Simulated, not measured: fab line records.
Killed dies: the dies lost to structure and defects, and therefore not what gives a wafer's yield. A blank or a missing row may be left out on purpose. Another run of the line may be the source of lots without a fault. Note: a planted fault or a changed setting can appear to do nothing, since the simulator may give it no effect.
fab line records + flow nand_harc
[record]
- lots = 4
- wafers = 12
- last_day = 33
route steps=1302 shown A_CHANNEL_HOLE_D2@585 END@1302
lots that met no fault: taken from a fault-free run of the same line
start_h: start of the lot's first displayed wafer, in hours after the record's first day + wait_h: how many hours have passed since the lot's step before this one + " identical to the entry in the row above + L1.1+2: one row covering several wafers at once + - value missing, or start not given + * or withheld: withheld + < > ~ a bound
route shown NAME@n: names a module that has steps shown in the file, with the first one's number in the route + usual: mean and standard deviation over wafers with no fault + same: alike in all rows + chamber/n: place in a boat + sites: each site's reading + _std_site: the standard deviation of these + _edge_site: the outer-site mean with the inner-site mean subtracted + radius_mm: for every site, how far away it sits from the centre of the wafer + mask NAME#n: copy n + behind: the most recent tool/chamber to have shaped the wafer + hold: why the lot went on hold/how many hours it stayed there/how the hold came to an end + device: the transistor (n, p or np) that didn't switch + end of line: tests run on the same wafers once the route is complete + for a step that has no rows: nothing shown but its recipe + killed: count of dies lost to structure and defects at first sort (not the wafer's yield) + map: a wafer's dies, x killed, . not, _ none there
set.NAME: the setting as run; set.NAME@STEP: as run at that earlier step + model.NAME: the simulator's own value behind a step, which no gauge read
certain route steps with their lots: each step a table, each wafer a row
services: from which hour (start_h, from the record's first day; less than 0 if before it) a tool's chamber was out of use, for how many hours, and why
[[steps]]
[step NHARC_A_CHANNEL_HOLE_D2_DESCUM_15]
[recipe]
- time_s = 3
- o2_flow_sccm = 200
- ar_flow_sccm = 0
- bias_power_w = 0
- chemistry = O2
[step NHARC_A_CHANNEL_HOLE_D2_ETCH_38]
[recipe]
- target_depth_a = 390
- over_etch_frac = 0.3
- time_s = 65
- ion_energy_ev = 80
- cf4_flow_sccm = 150
- ar_flow_sccm = 0
- rf_w = 300
- bias_w = 100
- chemistry = CF4
[step NHARC_A_CHANNEL_HOLE_D2_ETCH_39]
[recipe]
- target_depth_a = 2600
- over_etch_frac = 0.3
- time_s = 325
- ion_energy_ev = 200
- n2_flow_sccm = 150
- h2_flow_sccm = 150
- ar_flow_sccm = 0
- rf_w = 400
- bias_w = 150
- chemistry = N2/H2
[step NHARC_A_CHANNEL_HOLE_D2_ETCH_34]
[recipe]
- target_depth_a = 1540
- time_s = 77
- cf4_flow_sccm = 100
- chf3_flow_sccm = 30
- ar_flow_sccm = 0
- rf_w = 500
- bias_w = 200
- chemistry = CF4/CHF3
[step NHARC_A_CHANNEL_HOLE_D2_ETCH_16]
[recipe]
- target_depth_a = 31000
- over_etch_frac = 0.3
- time_s = 806
- ion_energy_ev = 150
- o2_flow_sccm = 400
- cos_flow_sccm = 20
- ar_flow_sccm = 0
- rf_w = 500
- bias_w = 300
- chemistry = O2/COS
[step NHARC_A_CHANNEL_HOLE_D2_ETCH_19]
[recipe]
- bias_v = 1200
- source_w = 2500
- pressure_mtorr = 15
- time_s = 34.5
- ar_flow_sccm = 375
- c4f8_flow_sccm = 28.8
- o2_flow_sccm = 96.2
- temp_c = -20
- target_depth_a = *
- chemistry = C4F8/O2/Ar
[step NHARC_A_CHANNEL_HOLE_D2_ETCH_20]
[recipe]
- bias_v = 3000
- source_w = withheld
- pressure_mtorr = 20
- time_s = 361.9
- ar_flow_sccm = 375
- c4f8_flow_sccm = 89.3
- o2_flow_sccm = 35.7
- temp_c = -20
- target_depth_a = 16000
- chemistry = C4F8/O2/Ar
[step NHARC_A_CHANNEL_HOLE_D2_ETCH_21]
[recipe]
- bias_v = 3000
- source_w = withheld
- pressure_mtorr = 20
- time_s = 514.3
- ar_flow_sccm = 375
- c4f8_flow_sccm = 89.3
- o2_flow_sccm = 35.7
- temp_c = -20
- target_depth_a = 16000
- chemistry = C4F8/O2/Ar
[step NHARC_A_CHANNEL_HOLE_D2_ETCH_22]
[recipe]
- bias_v = 3000
- source_w = withheld
- pressure_mtorr = 20
- time_s = 666.7
- ar_flow_sccm = 375
- c4f8_flow_sccm = 89.3
- o2_flow_sccm = 35.7
- temp_c = -20
- target_depth_a = 16000
- chemistry = C4F8/O2/Ar
[step NHARC_A_CHANNEL_HOLE_D2_ETCH_23]
[recipe]
- bias_v = 5000
- source_w = withheld
- pressure_mtorr = 20
- time_s = 819
- ar_flow_sccm = 375
- c4f8_flow_sccm = 89.3
- o2_flow_sccm = 35.7
- temp_c = -20
- target_depth_a = 16000
- chemistry = C4F8/O2/Ar
[step NHARC_A_CHANNEL_HOLE_D2_ETCH_24]
[recipe]
- bias_v = 5000
- source_w = withheld
- pressure_mtorr = 20
- time_s = 906.2
- ar_flow_sccm = 375
- c4f8_flow_sccm = 93.8
- o2_flow_sccm = 31.2
- temp_c = -20
- target_depth_a = 15000
- chemistry = C4F8/O2/Ar
[step NHARC_A_CHANNEL_HOLE_D2_ETCH_25]
[recipe]
- bias_v = 5000
- source_w = withheld
- pressure_mtorr = 20
- time_s = 1040.2
- ar_flow_sccm = 375
- c4f8_flow_sccm = 93.8
- o2_flow_sccm = 31.2
- temp_c = -20
- target_depth_a = 15000
- chemistry = C4F8/O2/Ar
[usual]
- c4f8_flow_sccm = 93.78/0.3
- chamber_pressure_mTorr = 20.002/0.019
- drypump_motor_current_A = 5.5/0.41
- showerhead_plenum_p_Torr = 3.64/0.14
- throttle_valve_pct = 32.235/0.009
| lot.wafer | tool        | chamber | start_h | wait_h | c4f8_flow_sccm | chamber_pressure_mTorr | drypump_motor_current_A | rf_hours_counter_h | showerhead_plenum_p_Torr | throttle_valve_pct |
|-----------|-------------|---------|---------|--------|----------------|------------------------|-------------------------|--------------------|--------------------------|--------------------|
| L411.2    | har_etch-02 | 0       | 334.45  | 0.6    | 94.03          | 19.980                 | 5.1                     | 381                | 3.71                     | 32.233             |
| L411.4    | "           | 1       | "       | "      | 94.08          | 20.012                 | 5.8                     | -                  | 3.54                     | 32.244             |
| L411.5    | "           | 1       | "       | "      | 94.18          | 20.003                 | 5.8                     | -                  | 3.54                     | 32.231             |
| L417.2    | har_etch-02 | 1       | 417.54  | 0.7    | -              | -                      | -                       | -                  | -                        | -                  |
| L417.4    | "           | 0       | "       | "      | -              | -                      | -                       | -                  | -                        | -                  |
| L417.3    | "           | 1       | "       | "      | -              | -                      | -                       | -                  | -                        | -                  |
| L420.2    | har_etch-02 | 0       | 436.93  | 0.7    | -              | -                      | -                       | -                  | -                        | -                  |
| L420.3    | "           | 1       | "       | "      | -              | -                      | -                       | -                  | -                        | -                  |
| L420.4    | "           | 0       | "       | "      | -              | -                      | -                       | -                  | -                        | -                  |
| L428.2    | har_etch-01 | 1       | 528.57  | 0.6    | 93.94          | 19.978                 | 6.1                     | 277                | 3.62                     | 32.214             |
| L428.1    | "           | 0       | "       | "      | 93.93          | 20.047                 | 5.2                     | 277                | 3.42                     | 32.250             |
| L428.4    | "           | 1       | "       | "      | 93.85          | 19.988                 | 6.1                     | -                  | 3.62                     | 32.220             |
[step NHARC_A_CHANNEL_HOLE_D2_ETCH_26]
[recipe]
- bias_v = 300
- source_w = 2000
- pressure_mtorr = 30
- time_s = 224.1
- ar_flow_sccm = 375
- c4f8_flow_sccm = 11.4
- o2_flow_sccm = 113.6
- temp_c = -20
- target_depth_a = 3000
- chemistry = C4F8/O2/Ar
[step NHARC_A_CHANNEL_HOLE_D2_ETCH_27]
[recipe]
- bias_v = 400
- source_w = 2000
- pressure_mtorr = 25
- time_s = 90
- ar_flow_sccm = 375
- c4f8_flow_sccm = 41.7
- o2_flow_sccm = 83.3
- temp_c = -20
- target_depth_a = 4000
- chemistry = C4F8/O2/Ar
[step NHARC_A_CHANNEL_HOLE_D2_STRIP_41]
[recipe]
- n2_flow_sccm = 150
- h2_flow_sccm = 150
- ar_flow_sccm = 0
- bias_w = 0
- chemistry = N2/H2
[step NHARC_A_CHANNEL_HOLE_D2_STRIP_42]
[recipe]
- cf4_flow_sccm = 100
- chf3_flow_sccm = 30
- ar_flow_sccm = 0
- bias_w = 0
- chemistry = CF4/CHF3
[step NHARC_A_CHANNEL_HOLE_D2_STRIP_43]
[recipe]
- o2_flow_sccm = 400
- cos_flow_sccm = 20
- ar_flow_sccm = 0
- bias_w = 0
- chemistry = O2/COS
[step NHARC_A_CHANNEL_HOLE_D2_ETCH_44]
[recipe]
- target_depth_a = 1400
- overetch_a = 140
- time_s = 77
- ion_energy_ev = 100
- cf4_flow_sccm = 80
- o2_flow_sccm = 20
- ar_flow_sccm = 0
- rf_w = 300
- bias_w = 100
- chemistry = CF4/O2
[usual]
- bias_w = 100.01/0.28
- cf4_flow_sccm = 79.99/0.23
- drypump_motor_current_A = 5.6/0.34
- oes_product_au = 1.003/0.013
- rf_fwd_power_W = 297.2/1.3
- rf_vpp_V = 197.8/1.4
- showerhead_plenum_p_Torr = 1.33/0.055
- throttle_valve_pct = 13.397/0.0087
| lot.wafer | tool        | chamber | start_h | wait_h | bias_w | cf4_flow_sccm | drypump_motor_current_A | oes_product_au | rf_fwd_power_W | rf_hours_counter_h | rf_vpp_V | showerhead_plenum_p_Torr | throttle_valve_pct | model.A_CHANNEL_HOLE_D2.cd_nm |
|-----------|-------------|---------|---------|--------|--------|---------------|-------------------------|----------------|----------------|--------------------|----------|--------------------------|--------------------|-------------------------------|
| L411.4    | rie_diel-05 | 3       | 336.75  | 0.1    | 99.82  | 80.06         | 5.4                     | 1.023          | 297.0          | 6                  | 197.9    | 1.31                     | 13.399             | 90.32                         |
| L411.2    | "           | 2       | "       | "      | 100.06 | 80.51         | 5.9                     | 1.010          | 299.6          | 6                  | 198.1    | 1.41                     | 13.397             | 91.26                         |
| L411.5    | "           | 0       | "       | "      | 100.09 | 80.01         | 5.7                     | 1.017          | 298.0          | -                  | 198.9    | 1.39                     | 13.387             | 89.2                          |
| L417.4    | rie_diel-08 | 1       | 419.22  | 0.1    | 99.96  | 79.96         | 4.9                     | 0.989          | 296.7          | 1                  | 196.1    | 1.27                     | 13.392             | 97.68                         |
| L417.2    | "           | 2       | "       | "      | 100.26 | 80.08         | 5.4                     | 0.986          | 295.9          | 1                  | 197.2    | 1.25                     | 13.417             | 102.7                         |
| L417.3    | "           | 0       | "       | "      | 99.54  | 79.91         | 5.9                     | 0.983          | 298.9          | 1                  | 196.8    | 1.26                     | 13.392             | 96.2                          |
| L420.2    | rie_diel-05 | 3       | 438.60  | 0.1    | 100.01 | 79.95         | 5.4                     | 1.021          | 298.0          | 1                  | 197.9    | 1.31                     | 13.412             | 105.8                         |
| L420.4    | "           | 0       | "       | "      | 100.23 | 79.99         | 5.7                     | 1.012          | 297.7          | 1                  | 199.1    | 1.39                     | 13.401             | 94.13                         |
| L420.3    | "           | 1       | "       | "      | 100.46 | 79.68         | 5.8                     | 0.991          | 295.7          | 1                  | 198.8    | 1.38                     | 13.402             | 98.85                         |
| L428.1    | rie_diel-05 | 1       | 530.44  | 0.1    | 100.26 | 79.86         | 5.8                     | 1.004          | 295.2          | 7                  | 197.7    | 1.38                     | 13.383             | 88.84                         |
| L428.2    | "           | 3       | "       | "      | 99.49  | 79.75         | 5.4                     | 1.014          | 298.1          | 7                  | 196.5    | 1.31                     | 13.399             | 90.5                          |
| L428.4    | "           | 0       | "       | "      | 100.18 | 80.11         | 5.6                     | 1.019          | 299.3          | -                  | 197.8    | 1.39                     | 13.386             | 90.34                         |
[step NHARC_A_CHANNEL_HOLE_D2_STRIP_28]
[recipe]
- o2_flow_sccm = 500
- ar_flow_sccm = 0
- bias_w = 0
- chemistry = O2
[step NHARC_A_CHANNEL_HOLE_D2_PRECLEAN_29]
[recipe]
- time_s = *
- temp_c = 50
- bath_age_min = 0
- chemistry = SC1
[step NHARC_A_CHANNEL_HOLE_D2_SRD_30]
[step NHARC_A_CHANNEL_HOLE_D2_CD_MEAS_31]
[usual]
- cd_nm = 89.4/1.3
| lot.wafer | tool      | chamber | start_h | wait_h | cd_nm |
|-----------|-----------|---------|---------|--------|-------|
| L411.2    | cd_sem-03 | -       | 337.54  | -      | 90.9  |
| L411.4    | "         | -       | "       | "      | 90.7  |
| L411.5    | "         | -       | "       | "      | 88.9  |
| L417.2    | cd_sem-03 | -       | 420.01  | -      | 0.8   |
| L417.3    | "         | -       | "       | "      | -0.4  |
| L417.4    | "         | -       | "       | "      | 0.3   |
| L420.2    | cd_sem-03 | -       | 439.38  | -      | 0.5   |
| L420.3    | "         | -       | "       | "      | -0.4  |
| L420.4    | "         | -       | "       | "      | 1.1   |
| L428.1    | cd_sem-02 | -       | 531.36  | -      | 89.1  |
| L428.2    | "         | -       | "       | "      | 91.0  |
| L428.4    | "         | -       | "       | "      | 91.3  |
[step NHARC_A_CHANNEL_HOLE_D2_XSEM_32]
[recipe]
- landing_energy_ev = 35000
[usual]
- bot_cd_nm = 73.8/1.4
- bow_nm = 8.61/0.29
- tilt_deg = 0.07/0.031
| lot.wafer | tool    | chamber | start_h | wait_h | bot_cd_nm | bow_nm | tilt_deg |
|-----------|---------|---------|---------|--------|-----------|--------|----------|
| L411.2    | xsem-02 | 0       | 337.64  | 0.1    | 75.8      | 8.46   | 0.12     |
| L411.4    | "       | 0       | "       | "      | 74.9      | 8.40   | 0.12     |
| L411.5    | "       | 0       | "       | "      | 74.1      | 8.52   | 0.11     |
| L417.2    | xsem-01 | 0       | 420.10  | 0.1    | 0.0       | 0.98   | 0.09     |
| L417.3    | "       | 0       | "       | "      | 0.0       | 0.98   | 0.09     |
| L417.4    | "       | 0       | "       | "      | 0.0       | 0.97   | 0.09     |
| L420.2    | xsem-01 | 0       | 439.47  | 0.1    | 0.7       | 0.36   | 0.04     |
| L420.3    | "       | 0       | "       | "      | 0.0       | 0.35   | 0.04     |
| L420.4    | "       | 0       | "       | "      | 1.1       | 0.36   | 0.04     |
| L428.1    | xsem-01 | 0       | 531.45  | 0.1    | 73.2      | 8.66   | 0.02     |
| L428.2    | "       | 0       | "       | "      | 74.6      | 8.63   | 0.02     |
| L428.4    | "       | 0       | "       | "      | 74.6      | 8.57   | 0.02     |
[step NHARC_END_SORT_01]
[recipe]
- temp_c = 25
[usual]
- killed_at_array = 54/21
- killed_at_other = 0.9/1.1
- killed_at_periphery = 3.5/2.5
- killed_dies = 58/21
- killed_open = 3.3/1.9
- killed_short = 2.6/1.8
[same]
- gross_dies = 677
| lot.wafer | tool      | chamber | start_h | wait_h | killed_at_array | killed_at_other | killed_at_periphery | killed_dies | killed_open | killed_short |
|-----------|-----------|---------|---------|--------|-----------------|-----------------|---------------------|-------------|-------------|--------------|
| L417.2    | prober-01 | 0       | 675.24  | 2.8    | 676             | 0               | 1                   | 677         | 4           | 1            |
| L417.3    | prober-01 | 0       | 676.04  | 3.1    | 676             | 0               | 1                   | 677         | 4           | 1            |
| L417.4    | prober-01 | 0       | 676.85  | 3.4    | 673             | 0               | 4                   | 677         | 10          | 4            |
| L420.2    | prober-01 | 0       | 706.28  | 2.8    | 676             | 1               | 0                   | 677         | 2           | 1            |
| L420.3    | prober-01 | 0       | 707.09  | 3.1    | 672             | 1               | 4                   | 677         | 4           | 3            |
| L420.4    | prober-01 | 0       | 707.89  | 3.4    | 672             | 3               | 2                   | 677         | 2           | 2            |
// killed by level:class
L417.2 A_CHANNEL_HOLE_D2:area_etch=636 A_CHANNEL_HOLE_D1:chamber_film_flake=28 A_CONTACT:chamber_film_flake=4 A_CHANNEL_HOLE_D2:geometric_particle:short=1 A_CHANNEL_HOLE_D2:geometric_particle:open=1 A_CHANNEL_FILL_D2:geometric_particle:open=1 A_BLC:geometric_particle:open=1 A_M0:geometric_particle:open=1
L417.3 A_CHANNEL_HOLE_D2:area_etch=633 A_CHANNEL_HOLE_D1:chamber_film_flake=35 A_CHANNEL_HOLE_D2:geometric_particle:open=3 A_CONTACT:chamber_film_flake=2 P_GATE:geometric_particle:short=1 A_BLC:geometric_particle:open=1 A_DECK1_JOINT:chamber_film_flake=1 A_STAIRCASE:chamber_film_flake=1
L417.4 A_CHANNEL_HOLE_D2:area_etch=618 A_CHANNEL_HOLE_D1:chamber_film_flake=33 A_CONTACT:chamber_film_flake=6 A_CHANNEL_HOLE_D2:geometric_particle:open=4 A_STAIRCASE:chamber_film_flake=3 P_CONTACT:geometric_particle:open=2 A_CHANNEL_FILL_D1:geometric_particle:open=2 A_ONON_D2:geometric_particle:open=2
L420.2 A_CHANNEL_HOLE_D2:area_etch=618 A_CHANNEL_HOLE_D1:chamber_film_flake=35 A_CONTACT:chamber_film_flake=6 A_ZERO_WELL:chamber_film_flake=3 A_CHANNEL_FILL_D2:chamber_film_flake=3 A_WL_FILL:chamber_film_flake=3 A_CHANNEL_FILL_D1:geometric_particle:open=2 A_STAIRCASE:chamber_film_flake=2
L420.3 A_CHANNEL_HOLE_D2:area_etch=616 A_CHANNEL_HOLE_D1:chamber_film_flake=35 P_M1:chamber_film_flake=3 A_SLIT:chamber_film_flake=3 A_CHANNEL_FILL_D2:chamber_film_flake=3 A_CONTACT:chamber_film_flake=3 A_M0:geometric_particle:open=2 A_WL_FILL:chamber_film_flake=2
L420.4 A_CHANNEL_HOLE_D2:area_etch=623 A_CHANNEL_HOLE_D1:chamber_film_flake=25 A_CONTACT:chamber_film_flake=6 A_ZERO_WELL:chamber_film_flake=5 A_SLIT:chamber_film_flake=5 THIN_TSV:chamber_film_flake=3 A_CHANNEL_FILL_D1:geometric_particle:short=2 A_CHANNEL_FILL_D2:chamber_film_flake=2
// map L417.2 (x killed, . not)
____________x____________
_________xxxxxxx_________
_______xxxxxxxxxxx_______
______xxxxxxxxxxxxx______
_____xxxxxxxxxxxxxxx_____
____xxxxxxxxxxxxxxxxx____
____xxxxxxxxxxxxxxxxx____
___xxxxxxxxxxxxxxxxxxx___
___xxxxxxxxxxxxxxxxxxx___
__xxxxxxxxxxxxxxxxxxxxx__
__xxxxxxxxxxxxxxxxxxxxx__
_xxxxxxxxxxxxxxxxxxxxxxx_
_xxxxxxxxxxxxxxxxxxxxxxx_
_xxxxxxxxxxxxxxxxxxxxxxx_
_xxxxxxxxxxxxxxxxxxxxxxx_
_xxxxxxxxxxxxxxxxxxxxxxx_
xxxxxxxxxxxxxxxxxxxxxxxxx
xxxxxxxxxxxxxxxxxxxxxxxxx
xxxxxxxxxxxxxxxxxxxxxxxxx
xxxxxxxxxxxxxxxxxxxxxxxxx
xxxxxxxxxxxxxxxxxxxxxxxxx
_xxxxxxxxxxxxxxxxxxxxxxx_
_xxxxxxxxxxxxxxxxxxxxxxx_
_xxxxxxxxxxxxxxxxxxxxxxx_
_xxxxxxxxxxxxxxxxxxxxxxx_
_xxxxxxxxxxxxxxxxxxxxxxx_
__xxxxxxxxxxxxxxxxxxxxx__
__xxxxxxxxxxxxxxxxxxxxx__
___xxxxxxxxxxxxxxxxxxx___
___xxxxxxxxxxxxxxxxxxx___
____xxxxxxxxxxxxxxxxx____
____xxxxxxxxxxxxxxxxx____
_____xxxxxxxxxxxxxxx_____
______xxxxxxxxxxxxx______
_______xxxxxxxxxxx_______
_________xxxxxxx_________
____________x____________
// map L420.2 (x killed, . not)
____________x____________
_________xxxxxxx_________
_______xxxxxxxxxxx_______
______xxxxxxxxxxxxx______
_____xxxxxxxxxxxxxxx_____
____xxxxxxxxxxxxxxxxx____
____xxxxxxxxxxxxxxxxx____
___xxxxxxxxxxxxxxxxxxx___
___xxxxxxxxxxxxxxxxxxx___
__xxxxxxxxxxxxxxxxxxxxx__
__xxxxxxxxxxxxxxxxxxxxx__
_xxxxxxxxxxxxxxxxxxxxxxx_
_xxxxxxxxxxxxxxxxxxxxxxx_
_xxxxxxxxxxxxxxxxxxxxxxx_
_xxxxxxxxxxxxxxxxxxxxxxx_
_xxxxxxxxxxxxxxxxxxxxxxx_
xxxxxxxxxxxxxxxxxxxxxxxxx
xxxxxxxxxxxxxxxxxxxxxxxxx
xxxxxxxxxxxxxxxxxxxxxxxxx
xxxxxxxxxxxxxxxxxxxxxxxxx
xxxxxxxxxxxxxxxxxxxxxxxxx
_xxxxxxxxxxxxxxxxxxxxxxx_
_xxxxxxxxxxxxxxxxxxxxxxx_
_xxxxxxxxxxxxxxxxxxxxxxx_
_xxxxxxxxxxxxxxxxxxxxxxx_
_xxxxxxxxxxxxxxxxxxxxxxx_
__xxxxxxxxxxxxxxxxxxxxx__
__xxxxxxxxxxxxxxxxxxxxx__
___xxxxxxxxxxxxxxxxxxx___
___xxxxxxxxxxxxxxxxxxx___
____xxxxxxxxxxxxxxxxx____
____xxxxxxxxxxxxxxxxx____
_____xxxxxxxxxxxxxxx_____
______xxxxxxxxxxxxx______
_______xxxxxxxxxxx_______
_________xxxxxxx_________
____________x____________
[[services]]
| tool        | chamber | start_h | hours | kind       |
|-------------|---------|---------|-------|------------|
| rie_diel-05 | 0       | 312.10  | -     | clean      |
| rie_diel-05 | 1       | 312.10  | -     | clean      |
| rie_diel-05 | 2       | 312.10  | -     | clean      |
| rie_diel-05 | 3       | 312.10  | -     | clean      |
| rie_diel-05 | -       | 334.32  | 0.8   | repair     |
| rie_diel-05 | 0       | 336.62  | -     | clean      |
| rie_diel-05 | 1       | 336.62  | -     | clean      |
| rie_diel-05 | 2       | 336.62  | -     | clean      |
| rie_diel-05 | 3       | 336.62  | -     | clean      |
| rie_diel-05 | 0       | 361.12  | -     | clean      |
| rie_diel-05 | 1       | 361.12  | -     | clean      |
| rie_diel-05 | 2       | 361.12  | -     | clean      |
| rie_diel-05 | 3       | 361.12  | -     | clean      |
| rie_diel-08 | -       | 367.80  | 9.0   | pm         |
| xsem-01     | -       | 374.00  | 14.0  | pm         |
| har_etch-02 | -       | 379.67  | 17.0  | pm         |
| har_etch-02 | 0       | 379.67  | 17.0  | vent_cycle |
| har_etch-02 | 1       | 379.67  | 17.0  | vent_cycle |
| rie_diel-05 | 0       | 385.62  | -     | clean      |
| rie_diel-05 | 1       | 385.62  | -     | clean      |
| rie_diel-05 | -       | 406.64  | 9.0   | pm         |
| rie_diel-08 | 1       | 429.15  | 2.2   | repair     |
| rie_diel-08 | 1       | 444.04  | 7.5   | repair     |
| rie_diel-05 | 2       | 517.99  | 13.5  | repair     |
[[key]]
[first_sign]
- step = NHARC_A_CHANNEL_HOLE_D2_ETCH_25
- reading = tool_record
- direction = missing
[effect]
- step = NHARC_A_CHANNEL_HOLE_D2_CD_MEAS_31
- reading = cd_nm
- direction = down
- sigmas = 67
- usual = 89.4
- struck = 0.3
[effect]
- step = NHARC_A_CHANNEL_HOLE_D2_XSEM_32
- reading = bot_cd_nm
- direction = down
- sigmas = 54
- usual = 73.8
- struck = 0.3
[effect]
- step = NHARC_END_SORT_01
- reading = killed_at_array
- direction = up
- sigmas = 29
- usual = 54
- struck = 674
[model_effect]
- step = NHARC_A_CHANNEL_HOLE_D2_ETCH_44
- value = A_CHANNEL_HOLE_D2.cd_nm
- without = 89.34
- struck = 99.22
[more_kills_born_at]
- NHARC_A_CHANNEL_HOLE_D2_ETCH_25@har_etch-02 = 3744
met_at NHARC_A_CHANNEL_HOLE_D2_ETCH_25
struck_wafers L417.2,L417.3,L417.4,L420.2,L420.3,L420.4
later_rows_left_out L417.2,L417.3,L417.4,L420.2,L420.3,L420.4
tester_left_out L417,L420
onset_between 334.45 417.54
[fault]
- kind = skipped_step_whole
- tool = har_etch-02
- chamber = -
- onset_h = 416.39
- steps = NHARC_A_CHANNEL_HOLE_D2_ETCH_25
- scope = struck_lots_only
// tester_left_out: of these lots the tester's yield and bins aren't shown, on N5 and GAA mostly nor the transistor test; their killed dies are dies lost to structure and defects alone, not to doping, threshold or leakage, so they don't give the yield
// later_rows_left_out: the simulator's readings of these wafers behind a module that went badly wrong aren't trusted and aren't shown, but for the sort
